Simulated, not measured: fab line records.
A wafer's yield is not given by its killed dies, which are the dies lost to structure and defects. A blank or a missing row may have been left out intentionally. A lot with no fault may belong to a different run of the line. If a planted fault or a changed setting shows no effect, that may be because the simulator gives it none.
Which of the tools did it? -- flow nand_harc -- route of 1302 steps, sampled at 1 step: 20 lots, 60 wafers

## WHAT THE GAUGES SHOWED, per wafer
NHARC_A_SOURCE_PLATE_INSPECT_08. Usual: raw_defect_count at 62, with a standard deviation of 25.
lot,measured,on,raw_defect_count,flag
L075,day 6 21:47,defect_inspect-02,108 95 54,
L074,day 6 21:47,defect_inspect-01,45 36 59,
L076,day 7 15:14,defect_inspect-01,47 44 52,
L077,day 7 15:14,defect_inspect-02,37 60 73,
L078,day 8 05:45,defect_inspect-01,101 27 56,
L079,day 9 01:24,defect_inspect-02,48 31 67,
L080,day 9 06:17,defect_inspect-02,46 42 49,
L081,day 10 00:33,defect_inspect-01,44 82 33,
L082,day 10 00:33,defect_inspect-02,41 49 49,
L083,day 10 15:11,defect_inspect-02,105 82 100,
L084,day 10 15:11,defect_inspect-01,81 57 116,
L085,day 11 08:32,defect_inspect-02,28 51 43,
L087,day 11 23:37,defect_inspect-02,132 93 119,
L088,day 12 17:15,defect_inspect-02,51 76 171,
L090,day 13 12:02,defect_inspect-01,92 69 55,
L092,day 14 11:25,defect_inspect-02,41 33 47,
L094,day 15 03:46,defect_inspect-01,57 96 50,
L095,day 15 09:22,defect_inspect-01,75 96 51,
L096,day 15 21:23,defect_inspect-02,58 80 49,
L097,day 16 02:36,defect_inspect-02,32 65 42,

## WHICH TOOL RAN EACH LOT (tool, then ch and the chambers of the sampled wafers, then the start)
No process step before these readings appears in the record.

## AS READ BY THE TOOLS THEMSELVES (means over the sampled wafers that have a number; for cases with no such wafer, the mark the record gives instead)
The record holds no such reading with a usual standard deviation.

## THE ANSWER, worked out from the rows above alone
Rule: a lot counts as off when the mean over its wafers that have a number is more than 3 standard deviations away from the usual mean. Also off: a lot with no number at a reading for which 4 or more lots have one. All remaining lots with rows at the step are treated as sound. After the gauges, taken in route order, come the tools' own readings; for these a lot's mean is taken, as printed above. At the first step where some lot is off, the reading lying furthest off is the one used; lots without a number count as furthest.
None of the lots is off at any reading shown; this tells nothing.

## WHAT THE SIMULATOR HAD INSERTED
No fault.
